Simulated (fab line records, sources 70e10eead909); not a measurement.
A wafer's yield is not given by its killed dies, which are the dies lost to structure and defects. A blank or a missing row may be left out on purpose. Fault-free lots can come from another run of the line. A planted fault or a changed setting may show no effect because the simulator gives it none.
fab line records -- flow nand-harc
[record] lots = 14, wafers = 42, last-day = 33
route steps=1302 shown P_M0@275 P_M1@308
lots that met no fault: from a run of the same line without faults
start-h: hours from the record's first day to the start of the lot's first wafer shown -- wait-h: hours since the lot's step before -- " same as the row above -- L1.1+2: a row that stands for several wafers -- - no value, or no start given -- * or withheld: withheld -- < > ~ a bound
route shown NAME@n: names a module that has steps shown in the file, with the first one's number in the route -- usual: mean/standard deviation of fault-free wafers -- same: alike in all rows -- chamber/n: place in a boat -- sites: readings site by site -- _std_site: standard deviation of those values -- _edge_site: inner sites' mean taken away from outer sites' mean -- radius-mm: how far each site lies from the wafer's centre -- mask NAME#n: copy n -- behind: tool/chamber where the wafer was last shaped -- hold: why the lot was held/for how many hours/how that ended -- device: names the non-switching transistor (n, p or np) -- end of line: the route-end tests of the same wafers -- where a step has no rows: the recipe by itself -- killed: dies that structure and defects cost at the first sort, which is not the same as the wafer's yield -- map: per-die view of a wafer (x killed, . not killed, _ where there is no die)
set.NAME: the setting that was run; set.NAME@STEP: the one run at that earlier step -- model.NAME: the simulator's own value behind a step, which no gauge read
route steps across a sampled set of lots; one table per step, one row per wafer
services: the hour from which a tool's chamber was out of use, counted from the record's first day as start-h (under 0 if before that day), plus the number of hours and why
[[steps]]
[step NHARC_P_M0_PVD_21]
[recipe] target-thk-a = 300, chamber-pressure-pa = 5, power-w = 5000, substrate-temp-c = 30, time-s = 20.49, material = Cu
[usual] throttle-valve-pct = 29.8/0.88
[same] time-s = 20.49
lot.wafer,tool,chamber,start-h,wait-h,throttle-valve-pct
L859.4,pvd-sputter-01,-,-,-,30.8
L859.3,pvd-sputter-01,-,-,-,28.1
L859.1,pvd-sputter-01,-,-,-,29.6
L860.3,pvd-sputter-03,-,-,-,29.9
L860.2,pvd-sputter-03,-,-,-,29.0
L860.6,pvd-sputter-03,-,-,-,29.8
L861.2,pvd-sputter-02,-,-,-,30.5
L861.3,pvd-sputter-02,-,-,-,31.4
L861.5,pvd-sputter-02,-,-,-,30.7
L862.2,pvd-sputter-03,-,-,-,29.8
L862.6,pvd-sputter-03,-,-,-,29.8
L862.5,pvd-sputter-03,-,-,-,29.9
L871.2,pvd-sputter-01,-,-,-,30.2
L871.4,pvd-sputter-01,-,-,-,30.8
L871.5,pvd-sputter-01,-,-,-,30.5
L872.2,pvd-sputter-02,-,-,-,29.6
L872.4,pvd-sputter-02,-,-,-,30.8
L872.1,pvd-sputter-02,-,-,-,29.5
L874.3,pvd-sputter-01,-,-,-,29.7
L874.1,pvd-sputter-01,-,-,-,30.3
L874.2,pvd-sputter-01,-,-,-,30.6
L875.1,pvd-sputter-02,-,-,-,30.7
L875.5,pvd-sputter-02,-,-,-,30.8
L875.6,pvd-sputter-02,-,-,-,31.6
L876.2,pvd-sputter-01,-,-,-,29.6
L876.6,pvd-sputter-01,-,-,-,28.7
L876.5,pvd-sputter-01,-,-,-,29.7
L878.1,pvd-sputter-03,-,-,-,30.1
L878.2,pvd-sputter-03,-,-,-,29.6
L878.5,pvd-sputter-03,-,-,-,29.6
L879.2,pvd-sputter-03,-,-,-,30.1
L879.3,pvd-sputter-03,-,-,-,28.6
L879.5,pvd-sputter-03,-,-,-,30.3
L880.3,pvd-sputter-03,-,-,-,30.2
L880.2,pvd-sputter-03,-,-,-,29.5
L880.1,pvd-sputter-03,-,-,-,31.0
L881.2,pvd-sputter-03,-,-,-,29.6
L881.4,pvd-sputter-03,-,-,-,28.4
L881.1,pvd-sputter-03,-,-,-,30.5
L882.2,pvd-sputter-01,-,-,-,30.7
L882.4,pvd-sputter-01,-,-,-,30.3
L882.6,pvd-sputter-01,-,-,-,28.8
[step NHARC_P_M0_INSPECT_27]
[usual] raw-defect-count = 311/130
lot.wafer,tool,chamber,start-h,wait-h,raw-defect-count
L859.1,defect-inspect-01,-,128.16,0.0,394
L859.3,defect-inspect-01,-,128.16,0.0,407
L859.4,defect-inspect-01,-,128.16,0.0,502
L860.2,defect-inspect-02,-,137.86,0.0,230
L860.3,defect-inspect-02,-,137.86,0.0,241
L860.6,defect-inspect-02,-,137.86,0.0,183
L861.2,defect-inspect-01,-,151.95,0.0,232
L861.3,defect-inspect-01,-,151.95,0.0,277
L861.5,defect-inspect-01,-,151.95,0.0,229
L862.2,defect-inspect-01,-,156.48,0.0,406
L862.5,defect-inspect-01,-,156.48,0.0,292
L862.6,defect-inspect-01,-,156.48,0.0,377
L871.2,defect-inspect-01,-,249.17,0.0,210
L871.4,defect-inspect-01,-,249.17,0.0,424
L871.5,defect-inspect-01,-,249.17,0.0,540
L872.1,defect-inspect-01,-,251.55,0.0,338
L872.2,defect-inspect-01,-,251.55,0.0,399
L872.4,defect-inspect-01,-,251.55,0.0,483
L874.1,defect-inspect-02,-,272.38,0.0,320
L874.2,defect-inspect-02,-,272.38,0.0,247
L874.3,defect-inspect-02,-,272.38,0.0,537
L875.1,defect-inspect-01,-,278.24,0.0,212
L875.5,defect-inspect-01,-,278.24,0.0,324
L875.6,defect-inspect-01,-,278.24,0.0,625
L876.2,defect-inspect-01,-,290.44,0.0,304
L876.5,defect-inspect-01,-,290.44,0.0,255
L876.6,defect-inspect-01,-,290.44,0.0,384
L878.1,defect-inspect-02,-,310.99,0.0,252
L878.2,defect-inspect-02,-,310.99,0.0,477
L878.5,defect-inspect-02,-,310.99,0.0,335
L879.2,defect-inspect-01,-,320.70,0.0,224
L879.3,defect-inspect-01,-,320.70,0.0,170
L879.5,defect-inspect-01,-,320.70,0.0,209
L880.1,defect-inspect-01,-,345.21,0.0,503
L880.2,defect-inspect-01,-,345.21,0.0,340
L880.3,defect-inspect-01,-,345.21,0.0,313
L881.1,defect-inspect-02,-,349.67,0.0,213
L881.2,defect-inspect-02,-,349.67,0.0,433
L881.4,defect-inspect-02,-,349.67,0.0,228
L882.2,defect-inspect-01,-,356.21,0.0,329
L882.4,defect-inspect-01,-,356.21,0.0,381
L882.6,defect-inspect-01,-,356.21,0.0,405
[step NHARC_P_M1_PVD_21]
[recipe] target-thk-a = 300, chamber-pressure-pa = 5, power-w = 5000, substrate-temp-c = 30, time-s = 20.49, material = Cu
[usual] throttle-valve-pct = 30.0/0.97
[same] time-s = 20.49
lot.wafer,tool,chamber,start-h,wait-h,throttle-valve-pct
L859.4,pvd-sputter-01,-,-,-,29.8
L859.3,pvd-sputter-01,-,-,-,30.4
L859.1,pvd-sputter-01,-,-,-,30.9
L860.3,pvd-sputter-03,-,-,-,28.6
L860.2,pvd-sputter-03,-,-,-,30.0
L860.6,pvd-sputter-03,-,-,-,29.6
L861.2,pvd-sputter-01,-,-,-,30.2
L861.3,pvd-sputter-01,-,-,-,28.3
L861.5,pvd-sputter-01,-,-,-,29.6
L862.2,pvd-sputter-03,-,-,-,29.0
L862.5,pvd-sputter-03,-,-,-,29.4
L862.6,pvd-sputter-03,-,-,-,29.9
L871.2,pvd-sputter-02,-,-,-,30.7
L871.4,pvd-sputter-02,-,-,-,29.9
L871.5,pvd-sputter-02,-,-,-,31.6
L872.4,pvd-sputter-02,-,-,-,30.8
L872.1,pvd-sputter-02,-,-,-,29.6
L872.2,pvd-sputter-02,-,-,-,29.6
L874.2,pvd-sputter-01,-,-,-,28.7
L874.3,pvd-sputter-01,-,-,-,30.1
L874.1,pvd-sputter-01,-,-,-,30.7
L875.1,pvd-sputter-01,-,-,-,30.2
L875.6,pvd-sputter-01,-,-,-,30.3
L875.5,pvd-sputter-01,-,-,-,30.6
L876.2,pvd-sputter-02,-,-,-,31.6
L876.5,pvd-sputter-02,-,-,-,32.1
L876.6,pvd-sputter-02,-,-,-,31.7
L878.1,pvd-sputter-03,-,-,-,28.2
L878.2,pvd-sputter-03,-,-,-,30.6
L878.5,pvd-sputter-03,-,-,-,30.7
L879.2,pvd-sputter-03,-,-,-,30.7
L879.3,pvd-sputter-03,-,-,-,29.4
L879.5,pvd-sputter-03,-,-,-,30.3
L880.1,pvd-sputter-01,-,-,-,28.8
L880.3,pvd-sputter-01,-,-,-,29.6
L880.2,pvd-sputter-01,-,-,-,30.3
L881.1,pvd-sputter-01,-,-,-,30.6
L881.2,pvd-sputter-01,-,-,-,28.6
L881.4,pvd-sputter-01,-,-,-,30.0
L882.4,pvd-sputter-01,-,-,-,28.7
L882.2,pvd-sputter-01,-,-,-,29.5
L882.6,pvd-sputter-01,-,-,-,28.6
[step NHARC_P_M1_CMP_23]
[recipe] t-overpolish-s = 20, target-thk-nm = 157.82
[usual] motor-current-A = 12.1/1.3, time-to-endpoint-s = 26.8/2.5
lot.wafer,tool,chamber,start-h,wait-h,motor-current-A,time-to-endpoint-s
L859.3,cmp-01,3,132.14,-,11.2,24.3
L859.4,cmp-01,0,132.14,-,12.0,26.9
L859.1,cmp-01,1,132.14,-,13.3,24.6
L860.2,cmp-04,1,141.47,-,13.1,27.3
L860.3,cmp-04,2,141.47,-,10.9,26.3
L860.6,cmp-04,1,141.47,-,13.1,29.8
L861.2,cmp-03,1,155.70,-,11.8,29.2
L861.3,cmp-03,2,155.70,-,12.7,26.4
L861.5,cmp-03,2,155.70,-,12.7,24.8
L862.2,cmp-03,2,160.02,-,12.5,25.0
L862.5,cmp-03,2,160.02,-,12.6,22.7
L862.6,cmp-03,3,160.02,-,12.4,25.1
L871.4,cmp-01,0,252.75,-,12.9,25.1
L871.2,cmp-01,2,252.75,-,10.3,36.9
L871.5,cmp-01,0,252.75,-,13.2,24.2
L872.1,cmp-01,2,255.28,-,10.7,38.0
L872.4,cmp-01,3,255.28,-,11.6,25.3
L872.2,cmp-01,0,255.28,-,12.6,28.2
L874.1,cmp-04,1,276.09,-,13.3,26.3
L874.2,cmp-04,2,276.09,-,11.0,24.8
L874.3,cmp-04,3,276.09,-,11.2,23.5
L875.1,cmp-03,2,281.82,-,12.4,27.1
L875.5,cmp-03,2,281.82,-,12.9,26.9
L875.6,cmp-03,3,281.82,-,12.0,32.1
L876.2,cmp-03,1,294.35,-,11.5,24.4
L876.6,cmp-03,0,294.35,-,15.2,28.1
L876.5,cmp-03,1,294.35,-,11.6,24.2
L878.1,cmp-04,0,314.60,-,10.8,28.6
L878.2,cmp-04,1,314.60,-,13.8,32.4
L878.5,cmp-04,2,314.60,-,10.5,32.7
L879.3,cmp-04,2,324.30,-,11.0,26.7
L879.2,cmp-04,3,324.30,-,10.7,27.2
L879.5,cmp-04,1,324.30,-,14.1,25.8
L880.3,cmp-01,3,348.85,-,11.7,29.1
L880.1,cmp-01,1,348.85,-,13.3,29.6
L880.2,cmp-01,2,348.85,-,10.5,28.3
L881.1,cmp-04,1,353.28,-,13.7,30.7
L881.2,cmp-04,3,353.28,-,10.5,26.0
L881.4,cmp-04,0,353.28,-,10.7,25.6
L882.4,cmp-04,1,359.94,-,14.0,27.4
L882.2,cmp-04,3,359.94,-,10.3,26.9
L882.6,cmp-04,2,359.94,-,10.9,27.5
[step NHARC_P_M1_THK_MEAS_24]
[recipe] thk-meas-gauge = xrf
[usual] thk-nm = 157.0/1.4
lot.wafer,tool,chamber,start-h,wait-h,thk-nm
L859.1,film-metro-01,-,132.46,-,154.7
L859.3,film-metro-01,-,132.46,-,155.3
L859.4,film-metro-01,-,132.46,-,156.7
L860.2,film-metro-02,-,141.78,-,156.1
L860.3,film-metro-02,-,141.78,-,159.3
L860.6,film-metro-02,-,141.78,-,157.8
L861.2,film-metro-01,-,156.01,-,155.3
L861.3,film-metro-01,-,156.01,-,159.8
L861.5,film-metro-01,-,156.01,-,156.0
L862.2,film-metro-01,-,160.33,-,157.1
L862.5,film-metro-01,-,160.33,-,158.0
L862.6,film-metro-01,-,160.33,-,158.7
L871.2,film-metro-01,-,253.06,-,162.6
L871.4,film-metro-01,-,253.06,-,160.3
L871.5,film-metro-01,-,253.06,-,158.5
L872.1,film-metro-01,-,255.59,-,160.3
L872.2,film-metro-01,-,255.59,-,156.7
L872.4,film-metro-01,-,255.59,-,158.5
L874.1,film-metro-02,-,276.40,-,153.6
L874.2,film-metro-02,-,276.40,-,155.4
L874.3,film-metro-02,-,276.40,-,153.3
L875.1,film-metro-01,-,282.14,-,154.8
L875.5,film-metro-01,-,282.14,-,157.3
L875.6,film-metro-01,-,282.14,-,158.4
L876.2,film-metro-02,-,294.63,-,155.4
L876.5,film-metro-02,-,294.63,-,157.9
L876.6,film-metro-02,-,294.63,-,157.5
L878.1,film-metro-01,-,314.86,-,157.6
L878.2,film-metro-01,-,314.86,-,159.4
L878.5,film-metro-01,-,314.86,-,157.1
L879.2,film-metro-02,-,324.59,-,154.8
L879.3,film-metro-02,-,324.59,-,157.4
L879.5,film-metro-02,-,324.59,-,157.6
L880.1,film-metro-01,-,349.17,-,157.2
L880.2,film-metro-01,-,349.17,-,157.7
L880.3,film-metro-01,-,349.17,-,156.4
L881.1,film-metro-01,-,353.59,-,158.7
L881.2,film-metro-01,-,353.59,-,158.3
L881.4,film-metro-01,-,353.59,-,156.6
L882.2,film-metro-01,-,360.25,-,155.9
L882.4,film-metro-01,-,360.25,-,158.7
L882.6,film-metro-01,-,360.25,-,158.0
[step NHARC_P_M1_INSPECT_27]
[usual] raw-defect-count = 371/150
lot.wafer,tool,chamber,start-h,wait-h,raw-defect-count
L859.1,defect-inspect-01,-,132.61,0.0,292
L859.3,defect-inspect-01,-,132.61,0.0,343
L859.4,defect-inspect-01,-,132.61,0.0,241
L860.2,defect-inspect-01,-,141.94,0.0,162
L860.3,defect-inspect-01,-,141.94,0.0,350
L860.6,defect-inspect-01,-,141.94,0.0,570
L861.2,defect-inspect-01,-,156.17,0.0,347
L861.3,defect-inspect-01,-,156.17,0.0,340
L861.5,defect-inspect-01,-,156.17,0.0,327
L862.2,defect-inspect-02,-,160.51,0.0,356
L862.5,defect-inspect-02,-,160.51,0.0,462
L862.6,defect-inspect-02,-,160.51,0.0,302
L871.2,defect-inspect-01,-,253.22,0.0,2267
L871.4,defect-inspect-01,-,253.22,0.0,147
L871.5,defect-inspect-01,-,253.22,0.0,292
L872.1,defect-inspect-02,-,255.76,0.0,2255
L872.2,defect-inspect-02,-,255.76,0.0,322
L872.4,defect-inspect-02,-,255.76,0.0,244
L874.1,defect-inspect-01,-,276.56,0.0,565
L874.2,defect-inspect-01,-,276.56,0.0,435
L874.3,defect-inspect-01,-,276.56,0.0,489
L875.1,defect-inspect-02,-,282.29,0.0,211
L875.5,defect-inspect-02,-,282.29,0.0,340
L875.6,defect-inspect-02,-,282.29,0.0,187
L876.2,defect-inspect-02,-,294.79,0.0,272
L876.5,defect-inspect-02,-,294.79,0.0,121
L876.6,defect-inspect-02,-,294.79,0.0,220
L878.1,defect-inspect-02,-,315.01,0.0,379
L878.2,defect-inspect-02,-,315.01,0.0,455
L878.5,defect-inspect-02,-,315.01,0.0,479
L879.2,defect-inspect-01,-,324.75,0.0,356
L879.3,defect-inspect-01,-,324.75,0.0,283
L879.5,defect-inspect-01,-,324.75,0.0,367
L880.1,defect-inspect-02,-,349.32,0.0,297
L880.2,defect-inspect-02,-,349.32,0.0,388
L880.3,defect-inspect-02,-,349.32,0.0,373
L881.1,defect-inspect-02,-,353.75,0.0,380
L881.2,defect-inspect-02,-,353.75,0.0,307
L881.4,defect-inspect-02,-,353.75,0.0,173
L882.2,defect-inspect-02,-,360.44,0.0,403
L882.4,defect-inspect-02,-,360.44,0.0,355
L882.6,defect-inspect-02,-,360.44,0.0,473
[[services]]
tool,chamber,start-h,hours,kind
pvd-sputter-02,-,104.05,10.0,pm
cmp-04,-,111.05,4.0,pm
cmp-04,-,116.12,4.6,repair
cmp-01,-,151.03,1.2,repair
pvd-sputter-01,-,157.41,1.7,repair
cmp-03,-,162.26,4.0,pm
cmp-03,-,167.10,0.3,repair
pvd-sputter-03,-,173.99,10.0,pm
pvd-sputter-02,-,175.04,1.8,repair
cmp-01,-,185.57,4.0,pm
cmp-04,-,206.40,1.1,repair
cmp-03,-,208.98,2.1,repair
cmp-04,-,209.05,4.0,pm
cmp-03,-,213.48,6.9,repair
cmp-01,-,223.39,1.9,repair
pvd-sputter-01,-,229.43,10.0,pm
cmp-03,-,237.57,1.0,repair
cmp-03,-,252.52,0.3,repair
pvd-sputter-02,-,282.05,10.0,pm
cmp-04,-,296.77,0.6,repair
cmp-04,-,307.05,4.0,pm
pvd-sputter-02,-,333.77,1.0,repair
pvd-sputter-03,-,352.02,10.0,pm
pvd-sputter-02,-,356.87,59.6,repair
[[key]]
[first-sign] step = NHARC_P_M1_CMP_23, reading = time-to-endpoint-s, direction = up, sigmas = 4.3, usual = *, struck = *
[effect] step = NHARC_P_M1_THK_MEAS_24, reading = thk-nm, direction = up, sigmas = 3.1, usual = 157.0, struck = 161.4
[effect] step = NHARC_P_M1_INSPECT_27, reading = raw-defect-count, direction = up, sigmas = 12, usual = 371, struck = 2261
met-at NHARC_P_M1_CMP_23
struck-lots L871,L872
struck-wafers L871.2,L872.1
later-rows-left-out L871.2,L872.1
sort-left-out L871.2,L872.1
not-acting-at NHARC_P_M0_PVD_21,NHARC_P_M0_INSPECT_27,NHARC_P_M1_PVD_21
[fault] kind = process-parameter-drift, tool = cmp-01, chamber = 2, onset-h = 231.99, steps = NHARC_P_M1_CMP_23, channel = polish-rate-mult, offset = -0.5, shape = step, end-h = 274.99
// sort-left-out: the simulated sort isn't trusted on such a fault, so these wafers' sort isn't shown, and their yield isn't known
// later-rows-left-out: the simulator's readings of these wafers behind a module that went badly wrong aren't trusted and aren't shown, but for the sort
